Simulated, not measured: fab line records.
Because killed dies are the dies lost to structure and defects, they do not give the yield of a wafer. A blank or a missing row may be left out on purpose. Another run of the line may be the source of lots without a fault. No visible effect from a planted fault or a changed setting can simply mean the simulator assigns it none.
fab line records + flow n5_finfet
[record]
- lots = 8
- wafers = 24
- last_day = 18
route steps=1938 shown BEOL_M5@1178 BEOL_M6@1195 BEOL_M15@1830
lots with no fault: from the same line, run without faults
start_h: start of the lot's first displayed wafer, in hours after the record's first day + wait_h: hours elapsed since this lot's preceding step + " same as the row above + L1.1+2: a row that stands for several wafers + - value missing, or start not given + * or withheld: withheld + < > ~ a bound
route shown NAME@n: a module of which the file shows steps, and the number in the route of the first + usual: mean/standard deviation taken from wafers without a fault + same: alike in all rows + chamber/n: place in a boat + sites: each site's reading + _std_site: standard deviation across them + _edge_site: outer sites' mean less inner sites' + radius_mm: for every site, how far away it sits from the centre of the wafer + mask NAME#n: copy n + behind: the last tool/chamber to shape the wafer + hold: why the lot was held/for how many hours/how that ended + device: transistor that didn't switch, given as n, p or np + end of line: at the end of the route, the tests of the same wafers + for a step that has no rows: nothing shown but its recipe + killed: the dies lost at the first sort to structure and to defects; this is not the yield of the wafer + map: shows each die of a wafer: x if killed, . if not, _ if none is there
set.NAME: the run value of the setting; set.NAME@STEP: its run value at that earlier step + model.NAME: the simulator's own value behind a step, which no gauge read
a sample of lots followed through the steps of the route, with each step as a table and each wafer as a row
services: a tool's chamber out of use, with start hour (start_h, from the record's first day; less than 0 if before it), hours out, and reason
[[steps]]
[step N5_BEOL_M5_ANNEAL_82]
[recipe]
- temp_c = 400
- time_s = 1800
- ambient = vacuum
[usual]
- heater_power_w = 815/100
| lot.wafer | tool           | chamber | start_h | wait_h | heater_power_w |
|-----------|----------------|---------|---------|--------|----------------|
| L914.1    | pvd_sputter-03 | -       | 189.67  | 0.0    | 831            |
| L914.2    | "              | -       | "       | "      | 869            |
| L914.3    | "              | -       | "       | "      | 870            |
| L923.2    | pvd_sputter-03 | -       | 243.89  | 0.0    | 913            |
| L923.5    | "              | -       | "       | "      | 866            |
| L923.6    | "              | -       | "       | "      | 933            |
| L922.1    | pvd_sputter-02 | -       | 245.16  | 0.0    | 757            |
| L922.4    | "              | -       | "       | "      | 730            |
| L922.5    | "              | -       | "       | "      | 756            |
| L930.1    | pvd_sputter-01 | -       | 290.13  | 0.0    | 715            |
| L930.2    | "              | -       | "       | "      | 611            |
| L930.3    | "              | -       | "       | "      | 938            |
| L932.1    | pvd_sputter-02 | -       | 293.76  | 0.0    | 908            |
| L932.2    | "              | -       | "       | "      | 778            |
| L932.3    | "              | -       | "       | "      | 724            |
| L934.1    | pvd_sputter-02 | -       | 312.76  | 0.0    | 917            |
| L934.4    | "              | -       | "       | "      | 762            |
| L934.6    | "              | -       | "       | "      | 733            |
| L933.3    | pvd_sputter-01 | -       | 320.34  | 0.0    | 925            |
| L933.4    | "              | -       | "       | "      | 929            |
| L933.6    | "              | -       | "       | "      | 923            |
| L937.1    | pvd_sputter-03 | -       | 328.92  | 0.0    | 815            |
| L937.4    | "              | -       | "       | "      | 830            |
| L937.6    | "              | -       | "       | "      | 924            |
[step N5_BEOL_M5_SPUTTER_90]
[recipe]
- material = Cu
- target_thk_a = 45
- temp_c = -20
- chamber_pressure_pa = 0.07
- power_w = withheld
- time_s = 8.29
[usual]
- throttle_valve_pct = 30.1/1.1
| lot.wafer | tool           | chamber | start_h | wait_h | throttle_valve_pct |
|-----------|----------------|---------|---------|--------|--------------------|
| L914.1    | pvd_sputter-03 | -       | 192.85  | 0.5    | 31.3               |
| L914.2    | "              | -       | "       | "      | 28.6               |
| L914.3    | "              | -       | "       | "      | 30.7               |
| L923.2    | pvd_sputter-03 | -       | 247.07  | 0.5    | 30.5               |
| L923.5    | "              | -       | "       | "      | 28.3               |
| L923.6    | "              | -       | "       | "      | 30.6               |
| L922.1    | pvd_sputter-02 | -       | 248.34  | 0.5    | 30.5               |
| L922.4    | "              | -       | "       | "      | 29.7               |
| L922.5    | "              | -       | "       | "      | 30.8               |
| L930.1    | pvd_sputter-01 | -       | 293.31  | 0.5    | 32.1               |
| L930.2    | "              | -       | "       | "      | 30.1               |
| L930.3    | "              | -       | "       | "      | 29.6               |
| L932.1    | pvd_sputter-02 | -       | 296.94  | 0.5    | 31.0               |
| L932.2    | "              | -       | "       | "      | 28.6               |
| L932.3    | "              | -       | "       | "      | 29.3               |
| L934.1    | pvd_sputter-02 | -       | 315.94  | 0.5    | 31.3               |
| L934.4    | "              | -       | "       | "      | 30.8               |
| L934.6    | "              | -       | "       | "      | 29.5               |
| L933.3    | pvd_sputter-01 | -       | 324.22  | 1.2    | 29.9               |
| L933.4    | "              | -       | "       | "      | 29.6               |
| L933.6    | "              | -       | "       | "      | 29.9               |
| L937.1    | pvd_sputter-03 | -       | 332.10  | 0.5    | 30.1               |
| L937.4    | "              | -       | "       | "      | 31.4               |
| L937.6    | "              | -       | "       | "      | 30.5               |
[step N5_BEOL_M6_CURE_74]
[recipe]
- temp_c = 385
- time_s = 240
- ambient = He/Ar
- material = SiCOH_lowk
[usual]
- lamp_power_pct = 52.31/0.052
- wafer_temp_C_max = 386.8/0.67
| lot.wafer | tool       | chamber | start_h | wait_h | lamp_power_pct | wafer_temp_C_max |
|-----------|------------|---------|---------|--------|----------------|------------------|
| L914.1    | uv_cure-01 | 2       | 194.05  | 0.0    | 52.24          | 386.2            |
| L914.2    | "          | 2       | "       | "      | 52.34          | 386.6            |
| L914.3    | "          | 2       | "       | "      | 52.35          | 386.4            |
| L923.2    | uv_cure-03 | 1       | 248.43  | 0.1    | 52.28          | 387.3            |
| L923.5    | "          | 1       | "       | "      | 52.40          | 388.1            |
| L923.6    | "          | 1       | "       | "      | 52.31          | 388.3            |
| L922.1    | uv_cure-01 | 2       | 249.52  | 0.0    | 52.36          | 386.7            |
| L922.4    | "          | 2       | "       | "      | 52.32          | 386.4            |
| L922.5    | "          | 2       | "       | "      | 52.35          | 386.6            |
| L930.1    | uv_cure-03 | 2       | 295.26  | 0.8    | 52.30          | 386.4            |
| L930.2    | "          | 2       | "       | "      | 52.31          | 386.1            |
| L930.3    | "          | 2       | "       | "      | 52.34          | 386.2            |
| L932.1    | uv_cure-03 | 0       | 298.17  | 0.1    | 52.27          | 386.1            |
| L932.2    | "          | 0       | "       | "      | 52.34          | 386.6            |
| L932.3    | "          | 0       | "       | "      | 52.34          | 386.5            |
| L934.1    | uv_cure-01 | 1       | 317.12  | 0.0    | 52.35          | 386.7            |
| L934.4    | "          | 1       | "       | "      | 52.29          | 386.4            |
| L934.6    | "          | 1       | "       | "      | 52.29          | 386.3            |
| L933.3    | uv_cure-03 | 1       | 325.74  | 0.3    | 52.32          | 387.6            |
| L933.4    | "          | 1       | "       | "      | 52.41          | 387.1            |
| L933.6    | "          | 1       | "       | "      | 52.33          | 387.8            |
| L937.1    | uv_cure-01 | 1       | 333.29  | 0.0    | 52.37          | 386.2            |
| L937.4    | "          | 1       | "       | "      | 52.27          | 386.3            |
| L937.6    | "          | 1       | "       | "      | 52.30          | 386.1            |
[step N5_BEOL_M6_EXPOSE_08]
[recipe]
- mask_id = M6
- na = 1.35
- source_shape = dipole
- sigma_inner = 0.817
- sigma_outer = 0.97
- polarization = te
- dose_mj = 68.25
[usual]
- exposure_dose_mJ_cm2 = 68.20/0.059
- reticle_temp_C = 23.00/0.11
| lot.wafer | tool            | chamber | start_h | wait_h | mask | exposure_dose_mJ_cm2 | reticle_temp_C |
|-----------|-----------------|---------|---------|--------|------|----------------------|----------------|
| L914.1    | arfi_scanner-02 | 0       | 196.00  | -      | M6#0 | 68.30                | 22.77          |
| L914.2    | "               | 0       | "       | "      | M6#0 | 68.21                | 22.90          |
| L914.3    | "               | 0       | "       | "      | M6#0 | 68.31                | 22.90          |
| L923.2    | arfi_scanner-02 | 0       | 250.32  | -      | M6#0 | 63.54                | 23.17          |
| L923.5    | "               | 0       | "       | "      | M6#0 | 63.49                | 23.14          |
| L923.6    | "               | 0       | "       | "      | M6#0 | 63.49                | 23.15          |
| L922.1    | arfi_scanner-02 | 0       | 250.82  | -      | M6#0 | 64.49                | 22.98          |
| L922.4    | "               | 0       | "       | "      | M6#0 | 64.43                | 22.98          |
| L922.5    | "               | 0       | "       | "      | M6#0 | 64.48                | 22.96          |
| L930.1    | arfi_scanner-03 | 0       | 297.64  | -      | M6#0 | 68.12                | 23.17          |
| L930.2    | "               | 0       | "       | "      | M6#0 | 68.16                | 22.99          |
| L930.3    | "               | 0       | "       | "      | M6#0 | 68.18                | 23.12          |
| L932.1    | arfi_scanner-01 | 0       | 302.79  | -      | M6#0 | 68.17                | 22.92          |
| L932.2    | "               | 0       | "       | "      | M6#0 | 68.25                | 23.07          |
| L932.3    | "               | 0       | "       | "      | M6#0 | 68.24                | 23.09          |
| L934.1    | arfi_scanner-03 | 0       | 321.87  | -      | M6#0 | 68.24                | 23.04          |
| L934.4    | "               | 0       | "       | "      | M6#0 | 68.20                | 22.99          |
| L934.6    | "               | 0       | "       | "      | M6#0 | 68.21                | 23.08          |
| L933.3    | arfi_scanner-01 | 0       | 329.39  | -      | M6#0 | 68.14                | 22.98          |
| L933.4    | "               | 0       | "       | "      | M6#0 | 68.21                | 22.71          |
| L933.6    | "               | 0       | "       | "      | M6#0 | 68.03                | 23.11          |
| L937.1    | arfi_scanner-03 | 0       | 336.12  | -      | M6#0 | 68.19                | 22.91          |
| L937.4    | "               | 0       | "       | "      | M6#0 | 68.26                | 22.96          |
| L937.6    | "               | 0       | "       | "      | M6#0 | 68.16                | 22.91          |
[step N5_BEOL_M6_CD_MEAS_11]
[recipe]
- target_cd_nm = 38.5
- landing_energy_ev = 500
- detector = se_inlens
- polarity = opening
[usual]
- cd_nm = 38.5/0.4
| lot.wafer | tool      | chamber | start_h | wait_h | cd_nm |
|-----------|-----------|---------|---------|--------|-------|
| L914.1    | cd_sem-02 | 0       | 196.13  | -      | 38.0  |
| L914.2    | "         | 0       | "       | "      | 38.2  |
| L914.3    | "         | 0       | "       | "      | 37.9  |
| L923.2    | cd_sem-02 | 0       | 250.44  | -      | 34.7  |
| L923.5    | "         | 0       | "       | "      | 35.5  |
| L923.6    | "         | 0       | "       | "      | 35.0  |
| L922.1    | cd_sem-03 | 0       | 250.95  | -      | 35.7  |
| L922.4    | "         | 0       | "       | "      | 35.8  |
| L922.5    | "         | 0       | "       | "      | 36.0  |
| L930.1    | cd_sem-02 | 0       | 297.77  | -      | 37.7  |
| L930.2    | "         | 0       | "       | "      | 37.6  |
| L930.3    | "         | 0       | "       | "      | 37.9  |
| L932.1    | cd_sem-02 | 0       | 302.92  | -      | 39.3  |
| L932.2    | "         | 0       | "       | "      | 38.6  |
| L932.3    | "         | 0       | "       | "      | 38.5  |
| L934.1    | cd_sem-03 | 0       | 322.00  | -      | 39.0  |
| L934.4    | "         | 0       | "       | "      | 39.0  |
| L934.6    | "         | 0       | "       | "      | 39.0  |
| L933.3    | cd_sem-03 | 0       | 329.51  | -      | 39.2  |
| L933.4    | "         | 0       | "       | "      | 38.2  |
| L933.6    | "         | 0       | "       | "      | 38.4  |
| L937.1    | cd_sem-01 | 0       | 336.25  | -      | 38.4  |
| L937.4    | "         | 0       | "       | "      | 38.2  |
| L937.6    | "         | 0       | "       | "      | 38.5  |
[step N5_BEOL_M6_CD_MEAS_18]
[recipe]
- pitch_nm = 80
- target_cd_nm = 40
[usual]
- cd_nm = 40.0/0.47
| lot.wafer | tool      | chamber | start_h | wait_h | cd_nm |
|-----------|-----------|---------|---------|--------|-------|
| L914.1    | cd_sem-01 | -       | 197.26  | 0.0    | 39.5  |
| L914.2    | "         | -       | "       | "      | 39.1  |
| L914.3    | "         | -       | "       | "      | 39.5  |
| L923.2    | cd_sem-01 | -       | 252.06  | 0.1    | 36.3  |
| L923.5    | "         | -       | "       | "      | 36.2  |
| L923.6    | "         | -       | "       | "      | 36.1  |
| L922.1    | cd_sem-03 | -       | 252.69  | 0.0    | 37.0  |
| L922.4    | "         | -       | "       | "      | 37.2  |
| L922.5    | "         | -       | "       | "      | 37.1  |
| L930.1    | cd_sem-03 | -       | 298.32  | 0.0    | 39.1  |
| L930.2    | "         | -       | "       | "      | 39.2  |
| L930.3    | "         | -       | "       | "      | 39.1  |
| L932.1    | cd_sem-03 | -       | 303.83  | 0.0    | 40.4  |
| L932.2    | "         | -       | "       | "      | 40.0  |
| L932.3    | "         | -       | "       | "      | 40.0  |
| L934.1    | cd_sem-02 | -       | 322.64  | 0.0    | 40.0  |
| L934.4    | "         | -       | "       | "      | 39.7  |
| L934.6    | "         | -       | "       | "      | 40.5  |
| L933.3    | cd_sem-02 | -       | 330.30  | 0.1    | 40.3  |
| L933.4    | "         | -       | "       | "      | 39.6  |
| L933.6    | "         | -       | "       | "      | 39.9  |
| L937.1    | cd_sem-01 | -       | 336.84  | 0.0    | 40.5  |
| L937.4    | "         | -       | "       | "      | 39.9  |
| L937.6    | "         | -       | "       | "      | 40.2  |
[step N5_BEOL_M15_RC_MEAS_101]
[usual]
- COMB_M10 = 1.6e-11/3.3e-12
- COMB_M11 = 1.5e-11/3e-12
- COMB_M11_max_site = 2.2e-11/4.9e-12
- COMB_M12 = 7.1e-12/1.4e-12
- COMB_M13 = 5.5e-12/1.1e-12
- COMB_M14 = 4.3e-12/7.3e-13
- COMB_M15 = 3.1e-12/6.9e-13
- COMB_M5 = 3.7e-11/7.1e-12
- COMB_M6 = 2.5e-11/4.7e-12
- COMB_M7 = 2.6e-11/5.1e-12
- COMB_M7_max_site = 3.8e-11/9.4e-12
- COMB_M8 = 2.6e-11/5.6e-12
- COMB_M9 = 1.6e-11/3.3e-12
- SERP_M10 = 3.07/0.073
- SERP_M11 = 3.07/0.068
- SERP_M12 = 0.641/0.015
- SERP_M13 = 0.309/0.0059
- SERP_M14 = 0.161/0.003
- SERP_M5 = 38.3/1.4
- SERP_M6 = 13.9/0.42
- SERP_M6_max_site = 14.6/0.5
- SERP_M7 = 13.8/0.44
- SERP_M8 = 13.8/0.49
- SERP_M9 = 3.06/0.063
| lot.wafer | tool      | chamber | start_h | wait_h | COMB_M10[S/m] | COMB_M11[S/m] | COMB_M11_max_site[S/m] | COMB_M12[S/m] | COMB_M13[S/m] | COMB_M14[S/m] | COMB_M15[S/m] | COMB_M5[S/m] | COMB_M6[S/m] | COMB_M7[S/m] | COMB_M7_max_site[S/m] | COMB_M8[S/m] | COMB_M9[S/m] | SERP_M10[ohm/um] | SERP_M11[ohm/um] | SERP_M12[ohm/um] | SERP_M13[ohm/um] | SERP_M14[ohm/um] | SERP_M5[ohm/um] | SERP_M6[ohm/um] | SERP_M6_max_site[ohm/um] | SERP_M7[ohm/um] | SERP_M8[ohm/um] | SERP_M9[ohm/um] |
|-----------|-----------|---------|---------|--------|---------------|---------------|------------------------|---------------|---------------|---------------|---------------|--------------|--------------|--------------|-----------------------|--------------|--------------|------------------|------------------|------------------|------------------|------------------|-----------------|-----------------|--------------------------|-----------------|-----------------|-----------------|
| L914.1    | prober-02 | 0       | 272.63  | 0.0    | 2.1e-11       | 1.47e-11      | 2e-11                  | 6.9e-12       | 6.9e-12       | 4.9e-12       | 4.4e-12       | 4.3e-11      | 2.7e-11      | 2.3e-11      | 3.3e-11               | 2.8e-11      | 1.9e-11      | 3.15             | 2.95             | 0.636            | 0.308            | 0.155            | 37.0            | 14.2            | 14.7                     | 13.1            | 14.7            | 3.01            |
| L914.2    | "         | 0       | "       | "      | 2.1e-11       | 1.32e-11      | 1.6e-11                | 8.4e-12       | 7.8e-12       | 5.6e-12       | 3.4e-12       | 3.2e-11      | 1.9e-11      | 2.1e-11      | 3.5e-11               | 3.5e-11      | 2.2e-11      | 3.04             | 3.08             | 0.616            | 0.311            | 0.159            | 37.5            | 14.2            | 14.4                     | 13.6            | 14.1            | 3.02            |
| L914.3    | "         | 0       | "       | "      | 2.1e-11       | 1.43e-11      | 1.9e-11                | 6.8e-12       | 4.6e-12       | 4.4e-12       | 3.7e-12       | 3.8e-11      | 3.2e-11      | 2.6e-11      | 3.2e-11               | 2.8e-11      | 1.7e-11      | 3.13             | 2.95             | 0.624            | 0.319            | 0.164            | 38.2            | 14.0            | 14.8                     | 13.5            | 13.2            | 3.12            |
| L923.2    | prober-01 | 0       | 331.37  | 0.2    | 1.2e-11       | 2e-11         | 2.9e-11                | 6.4e-12       | 4.3e-12       | 3.3e-12       | 4.1e-12       | 4.2e-11      | 2.5e-11      | 3.3e-11      | 4.3e-11               | 3.2e-11      | 1.7e-11      | 3.05             | 3.00             | 0.624            | 0.297            | 0.161            | 40.1            | 16.4            | 17.6                     | 13.5            | 14.2            | 2.99            |
| L923.5    | "         | 0       | "       | "      | 1.3e-11       | 1.7e-11       | 2.5e-11                | 6.4e-12       | 3.8e-12       | 3.3e-12       | 2.9e-12       | 4.6e-11      | 2.4e-11      | 2e-11        | 3.6e-11               | 2.6e-11      | 1.1e-11      | 3.11             | 3.13             | 0.643            | 0.308            | 0.156            | 38.4            | 17.2            | 17.9                     | 14.0            | 14.2            | 3.14            |
| L923.6    | "         | 0       | "       | "      | 1.3e-11       | 1.77e-11      | 2.7e-11                | 4.9e-12       | 3.8e-12       | 2.6e-12       | 4.1e-12       | 3.3e-11      | 2.1e-11      | 2.5e-11      | 4.4e-11               | 2.2e-11      | 1.2e-11      | 2.96             | 2.94             | 0.649            | 0.305            | 0.158            | 41.3            | 16.7            | 17.3                     | 14.1            | 13.6            | 2.99            |
| L922.1    | prober-02 | 0       | 333.55  | 0.0    | 1.4e-11       | 1.04e-11      | 1.4e-11                | 6e-12         | 7e-12         | 3.6e-12       | 2.3e-12       | 3.2e-11      | 2.2e-11      | 1.7e-11      | 4.1e-11               | 2e-11        | 1.2e-11      | 3.06             | 3.21             | 0.640            | 0.316            | 0.158            | 36.6            | 15.7            | 17.5                     | 13.9            | 14.1            | 3.10            |
| L922.4    | "         | 0       | "       | "      | 1.3e-11       | 8.8e-12       | 1.1e-11                | 7e-12         | 5.7e-12       | 3e-12         | 3e-12         | 3.5e-11      | 2.5e-11      | 2.6e-11      | 3.4e-11               | 2.6e-11      | 1.5e-11      | 2.93             | 3.13             | 0.680            | 0.312            | 0.165            | 37.0            | 15.8            | 16.8                     | 13.7            | 14.5            | 3.00            |
| L922.5    | "         | 0       | "       | "      | 1.1e-11       | 1.37e-11      | 2.4e-11                | 9.4e-12       | 6.4e-12       | 6.3e-12       | 3.1e-12       | 3.7e-11      | 3.2e-11      | 2.4e-11      | 4.4e-11               | 2.8e-11      | 1.2e-11      | 3.00             | 3.02             | 0.642            | 0.312            | 0.160            | 36.4            | 15.5            | 16.4                     | 13.7            | 13.6            | 2.96            |
| L930.1    | prober-02 | 0       | 385.40  | 0.0    | 1e-11         | 1.54e-11      | 2.1e-11                | 6.1e-12       | 6.1e-12       | 5.1e-12       | 3e-12         | 4e-11        | 2.6e-11      | 2.2e-11      | 2.6e-11               | 2.8e-11      | 1.9e-11      | 3.06             | 3.11             | 0.648            | 0.307            | 0.161            | 40.3            | 14.2            | 14.5                     | 14.2            | 13.6            | 3.04            |
| L930.2    | "         | 0       | "       | "      | 8e-12         | 1.66e-11      | 2.4e-11                | 7.3e-12       | 6.5e-12       | 4e-12         | 3.5e-12       | 4.6e-11      | 2.7e-11      | 3.8e-11      | 6.5e-11               | 2.5e-11      | 1.6e-11      | 3.13             | 3.09             | 0.635            | 0.309            | 0.160            | 38.5            | 14.3            | 15.1                     | 13.7            | 13.2            | 3.03            |
| L930.3    | "         | 0       | "       | "      | 1.1e-11       | 1.33e-11      | 2e-11                  | 6.3e-12       | 6.7e-12       | 4.1e-12       | 3.6e-12       | 3.8e-11      | 3.1e-11      | 2.7e-11      | 4.9e-11               | 2.2e-11      | 1.5e-11      | 3.10             | 3.10             | 0.632            | 0.307            | 0.164            | 37.3            | 14.7            | 15.5                     | 14.1            | 13.2            | 3.04            |
| L932.1    | prober-01 | 0       | 399.79  | 0.0    | 1.5e-11       | 1.13e-11      | 1.7e-11                | 5.4e-12       | 6.5e-12       | 4e-12         | 3e-12         | 3e-11        | 2.6e-11      | 3.1e-11      | 4.6e-11               | 1.8e-11      | 1.4e-11      | 3.02             | 3.14             | 0.659            | 0.314            | 0.162            | 39.0            | 13.6            | 14.4                     | 14.1            | 13.6            | 3.17            |
| L932.2    | "         | 0       | "       | "      | 1.1e-11       | 1.94e-11      | 2.7e-11                | 7e-12         | 6.9e-12       | 3.5e-12       | 1.7e-12       | 3.2e-11      | 2.4e-11      | 3.2e-11      | 3.8e-11               | 2.6e-11      | 1.6e-11      | 3.09             | 3.08             | 0.641            | 0.317            | 0.157            | 40.5            | 13.6            | 14.9                     | 14.4            | 14.0            | 3.08            |
| L932.3    | "         | 0       | "       | "      | 1.3e-11       | 1.41e-11      | 1.9e-11                | 6.5e-12       | 5.3e-12       | 4e-12         | 1.8e-12       | 3.5e-11      | 2.4e-11      | 1.8e-11      | 2.7e-11               | 2.3e-11      | 1.6e-11      | 3.08             | 3.13             | 0.643            | 0.311            | 0.157            | 37.7            | 14.3            | 14.9                     | 13.5            | 13.8            | 3.07            |
| L934.1    | prober-02 | 0       | 400.53  | 0.0    | 1.5e-11       | 1.44e-11      | 2.4e-11                | 6.5e-12       | 6e-12         | 3.2e-12       | 3e-12         | 4.3e-11      | 2.4e-11      | 3.3e-11      | 4e-11                 | 2.9e-11      | 1.5e-11      | 3.10             | 3.09             | 0.648            | 0.306            | 0.160            | 38.8            | 14.6            | 15.2                     | 14.0            | 13.7            | 3.12            |
| L934.4    | "         | 0       | "       | "      | 1.3e-11       | 1.85e-11      | 2.1e-11                | 7.8e-12       | 4.5e-12       | 4.9e-12       | 2.3e-12       | 3.6e-11      | 2.6e-11      | 2.6e-11      | 4e-11                 | 2.7e-11      | 2.6e-11      | 3.03             | 3.07             | 0.663            | 0.301            | 0.162            | 39.8            | 13.8            | 14.0                     | 13.3            | 14.1            | 2.99            |
| L934.6    | "         | 0       | "       | "      | 1.3e-11       | 1.64e-11      | 1.9e-11                | 8.5e-12       | 5.8e-12       | 3.1e-12       | 2.8e-12       | 3.8e-11      | 2e-11        | 2.6e-11      | 5.3e-11               | 2.2e-11      | 1.9e-11      | 3.12             | 3.17             | 0.672            | 0.317            | 0.156            | 41.0            | 14.1            | 14.8                     | 13.3            | 14.1            | 3.01            |
| L933.3    | prober-02 | 0       | 410.21  | 0.3    | 1.9e-11       | 1.39e-11      | 1.8e-11                | 5e-12         | 5.4e-12       | 5.6e-12       | 3.4e-12       | 3e-11        | 3e-11        | 2.1e-11      | 2.9e-11               | 2.2e-11      | 1.3e-11      | 3.21             | 2.89             | 0.633            | 0.322            | 0.163            | 40.0            | 14.0            | 14.4                     | 14.2            | 13.4            | 3.11            |
| L933.4    | "         | 0       | "       | "      | 1.9e-11       | 1.16e-11      | 1.7e-11                | 7.3e-12       | 5.1e-12       | 4.4e-12       | 3.7e-12       | 3.7e-11      | 2.4e-11      | 3.3e-11      | 4.6e-11               | 3.2e-11      | 1.2e-11      | 3.10             | 2.93             | 0.640            | 0.310            | 0.161            | 39.1            | 13.9            | 14.9                     | 14.0            | 14.1            | 3.05            |
| L933.6    | "         | 0       | "       | "      | 2.2e-11       | 1.78e-11      | 2.1e-11                | 8.7e-12       | 5e-12         | 5.2e-12       | 3.5e-12       | 2.8e-11      | 2.6e-11      | 3.4e-11      | 4.8e-11               | 2e-11        | 1.7e-11      | 3.12             | 3.03             | 0.640            | 0.307            | 0.161            | 37.9            | 14.4            | 15.0                     | 14.5            | 13.7            | 3.10            |
| L937.1    | prober-01 | 0       | 421.35  | 0.0    | 1.9e-11       | 2.45e-11      | 2.7e-11                | 6.5e-12       | 4.3e-12       | 4.8e-12       | 1.9e-12       | 3.9e-11      | 3.3e-11      | 2.5e-11      | 2.8e-11               | 2.1e-11      | 1.2e-11      | 3.05             | 3.06             | 0.666            | 0.300            | 0.162            | 37.6            | 13.7            | 14.2                     | 14.3            | 13.1            | 3.02            |
| L937.4    | "         | 0       | "       | "      | 1.8e-11       | 1.58e-11      | 2.3e-11                | 7.5e-12       | 6e-12         | 3.6e-12       | 3.6e-12       | 3.6e-11      | 2.8e-11      | 3.3e-11      | 4.9e-11               | 2.4e-11      | 1.5e-11      | 3.14             | 2.98             | 0.633            | 0.310            | 0.160            | 40.1            | 13.8            | 14.2                     | 14.1            | 13.3            | 3.00            |
| L937.6    | "         | 0       | "       | "      | 1.5e-11       | 1.62e-11      | 2e-11                  | 6.1e-12       | 5.9e-12       | 4.9e-12       | 2.4e-12       | 2.5e-11      | 2.3e-11      | 2.9e-11      | 3.7e-11               | 2.5e-11      | 1.5e-11      | 3.08             | 3.16             | 0.665            | 0.314            | 0.161            | 37.3            | 14.3            | 14.5                     | 14.1            | 13.6            | 3.10            |
// sites SERP_M6 radius_mm=0,75,75,75,75,140,140,140,140
L914.1 13.6 14.5 14.3 13.9 14.2 14.6 14.1 14.0 14.7
L923.2 16.0 16.2 16.7 16.4 16.3 17.1 17.6 17.6 16.3
L922.1 14.8 15.7 15.0 15.2 15.4 16.8 16.8 17.5 16.5
L930.1 14.2 14.2 14.1 14.3 14.1 14.4 14.5 14.3 13.5
L932.1 14.4 14.0 14.2 13.7 13.5 13.2 13.1 13.6 12.5
L934.1 15.0 15.2 15.0 14.6 14.6 14.9 14.1 14.5 14.4
L933.3 14.0 14.0 14.4 14.0 14.4 14.1 14.3 13.5 13.6
L937.1 14.2 14.1 13.9 13.6 13.9 13.3 13.7 13.5 13.7
[[services]]
| tool            | chamber | start_h | hours | kind        |
|-----------------|---------|---------|-------|-------------|
| arfi_scanner-03 | -       | 166.50  | 0.8   | repair      |
| arfi_scanner-02 | -       | 167.98  | 1.0   | pm          |
| arfi_scanner-01 | -       | 168.37  | 0.3   | repair      |
| arfi_scanner-02 | 0       | 170.28  | -     | calibration |
| arfi_scanner-03 | -       | 184.67  | 0.8   | pm          |
| arfi_scanner-01 | -       | 185.40  | 1.6   | repair      |
| arfi_scanner-03 | -       | 200.36  | 1.3   | pm          |
| arfi_scanner-03 | 0       | 205.79  | -     | calibration |
| arfi_scanner-02 | -       | 209.77  | 2.4   | repair      |
| arfi_scanner-01 | -       | 211.27  | 1.3   | pm          |
| arfi_scanner-01 | -       | 213.14  | 1.0   | pm          |
| arfi_scanner-01 | -       | 231.27  | 0.8   | pm          |
| arfi_scanner-03 | -       | 249.57  | 3.1   | pm          |
| arfi_scanner-01 | 0       | 260.73  | -     | calibration |
| arfi_scanner-03 | -       | 265.34  | 1.0   | pm          |
| arfi_scanner-02 | -       | 270.20  | 0.8   | pm          |
| pvd_sputter-03  | -       | 271.86  | 1.3   | repair      |
| uv_cure-01      | -       | 273.69  | 22.2  | pm          |
| arfi_scanner-02 | -       | 281.76  | 1.3   | pm          |
| arfi_scanner-01 | -       | 319.63  | 3.9   | pm          |
| arfi_scanner-03 | -       | 325.86  | 1.3   | pm          |
| uv_cure-01      | -       | 328.31  | 0.6   | repair      |
[[key]]
[first_sign]
- step = N5_BEOL_M6_EXPOSE_08
- reading = exposure_dose_mJ_cm2
- direction = down
- sigmas = 71
- usual = 68.20
- struck = 63.99
[effect]
- step = N5_BEOL_M6_CD_MEAS_11
- reading = cd_nm
- direction = down
- sigmas = 7.8
- usual = 38.5
- struck = 35.4
- through = control_loop
[effect]
- step = N5_BEOL_M6_CD_MEAS_18
- reading = cd_nm
- direction = down
- sigmas = 7.1
- usual = 40.0
- struck = 36.7
- through = control_loop
[effect]
- step = N5_BEOL_M15_RC_MEAS_101
- reading = SERP_M6
- direction = up
- sigmas = 5.5
- usual = 13.9
- struck = 16.2
met_at N5_BEOL_M6_EXPOSE_08
struck_lots L922,L923
[loop_trim]
- step = N5_BEOL_M6_EXPOSE_08
- setting = dose
- lots = L922
not_acting_at N5_BEOL_M5_ANNEAL_82,N5_BEOL_M5_SPUTTER_90,N5_BEOL_M6_CURE_74
onset_between 196.00 250.32
[fault]
- kind = process_parameter_drift
- tool = arfi_scanner-02
- chamber = -
- onset_h = 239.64
- steps = N5_BEOL_M6_EXPOSE_08
- channel = dose_mj
- offset = -4.6359
- shape = step
- acts_in = these_recipes_only
- stated = 68.25
// loop_trim: a control loop set the setting to another value than it would have without faults
